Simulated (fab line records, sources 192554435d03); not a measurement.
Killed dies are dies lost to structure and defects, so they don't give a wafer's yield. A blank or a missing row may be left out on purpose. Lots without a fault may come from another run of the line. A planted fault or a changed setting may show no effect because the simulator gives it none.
Split-lot experiment | flow n5_finfet | 7 lots, 39 wafers read, on a route of 1938 steps

THE SPLIT
At N5_DUMMY_GATE_CVD_03 (deposits a-Si from SiH4, target thk 150 nm, time 8042 s), the setting target_thk_a was moved away from the recipe's 1500 angstrom on 12 of the 39 wafers read, by -5.7% to -4.6%. The other wafers ran this setting at the recipe's value.

The reading is taken at the split's own step.

THE READING
a-Si_of_DUMMY_GATE_CVD_03.thk_nm (the simulator's own value, which no gauge read), in nm, at N5_DUMMY_GATE_CVD_03 (deposits a-Si from SiH4, target thk 150 nm, time 8042 s). The file gives no usual value for it. The 27 wafers here that ran the recipe average 150.2 nm, standard deviation 1.2 nm.

wafer  | tool, chamber at the split | target_thk_a as run, angstrom | against the recipe | a-Si_of_DUMMY_GATE_CVD_03.thk_nm, nm | against lot-mates on the recipe
L074.1 | -, -                       | 1414                          | -5.7%              | 141.6                                | no lot-mate on the recipe
L074.6 | -, -                       | 1414                          | -5.7%              | 141.6                                | no lot-mate on the recipe
L074.2 | -, -                       | 1414                          | -5.7%              | 141.8                                | no lot-mate on the recipe
L074.3 | -, -                       | 1414                          | -5.7%              | 141.2                                | no lot-mate on the recipe
L074.4 | -, -                       | 1414                          | -5.7%              | 142                                  | no lot-mate on the recipe
L074.5 | -, -                       | 1414                          | -5.7%              | 142.4                                | no lot-mate on the recipe
L076.1 | -, -                       | 1500                          | recipe             | 148.8                                | -
L076.3 | -, -                       | 1500                          | recipe             | 148.8                                | -
L076.4 | -, -                       | 1500                          | recipe             | 148.8                                | -
L076.6 | -, -                       | 1500                          | recipe             | 148.8                                | -
L076.2 | -, -                       | 1500                          | recipe             | 151                                  | -
L076.5 | -, -                       | 1500                          | recipe             | 149.2                                | -
L079.1 | -, -                       | 1500                          | recipe             | 148.6                                | -
L079.2 | -, -                       | 1500                          | recipe             | 149.8                                | -
L079.3 | -, -                       | 1500                          | recipe             | 149.8                                | -
L079.4 | -, -                       | 1500                          | recipe             | 149.2                                | -
L079.5 | -, -                       | 1500                          | recipe             | 149.4                                | -
L079.6 | -, -                       | 1500                          | recipe             | 150                                  | -
L087.1 | -, -                       | 1431                          | -4.6%              | 143.4                                | no lot-mate on the recipe
L087.2 | -, -                       | 1431                          | -4.6%              | 143.4                                | no lot-mate on the recipe
L087.3 | -, -                       | 1431                          | -4.6%              | 143.4                                | no lot-mate on the recipe
L087.4 | -, -                       | 1431                          | -4.6%              | 141.4                                | no lot-mate on the recipe
L087.5 | -, -                       | 1431                          | -4.6%              | 142.8                                | no lot-mate on the recipe
L087.6 | -, -                       | 1431                          | -4.6%              | 142.2                                | no lot-mate on the recipe
L090.1 | -, -                       | 1500                          | recipe             | 149.4                                | -
L090.2 | -, -                       | 1500                          | recipe             | 149.6                                | -
L090.3 | -, -                       | 1500                          | recipe             | 149.6                                | -
L090.6 | -, -                       | 1500                          | recipe             | 149.6                                | -
L090.4 | -, -                       | 1500                          | recipe             | 149.8                                | -
L090.5 | -, -                       | 1500                          | recipe             | 150                                  | -
L092.2 | lpcvd-01, 0/70             | 1500                          | recipe             | 150.8                                | -
L092.3 | lpcvd-01, 0/75,0/79        | 1500                          | recipe             | 150.6                                | -
L092.4 | lpcvd-01, 0/75,0/79        | 1500                          | recipe             | 150.6                                | -
L093.1 | -, -                       | 1500                          | recipe             | 151.6                                | -
L093.2 | -, -                       | 1500                          | recipe             | 152.2                                | -
L093.3 | -, -                       | 1500                          | recipe             | 152.6                                | -
L093.4 | -, -                       | 1500                          | recipe             | 152.6                                | -
L093.5 | -, -                       | 1500                          | recipe             | 152                                  | -
L093.6 | -, -                       | 1500                          | recipe             | 152                                  | -
Where a row lists several chambers, the file gives one row for several wafers and doesn't say which wafer went through which chamber.

THE FIT
A straight line over all 39 wafers: a-Si_of_DUMMY_GATE_CVD_03.thk_nm changes by +1.52 nm for each +1% of target_thk_a; r = +0.96; the points scatter about the line by 1.1 nm.
Too few moved wafers have a lot-mate on the recipe to fit a line with each lot's own level taken away.

THE FILE'S OWN FIT
a-Si_of_DUMMY_GATE_CVD_03.thk_nm changes by +1.52 nm for each +1% of target_thk_a, r = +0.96.
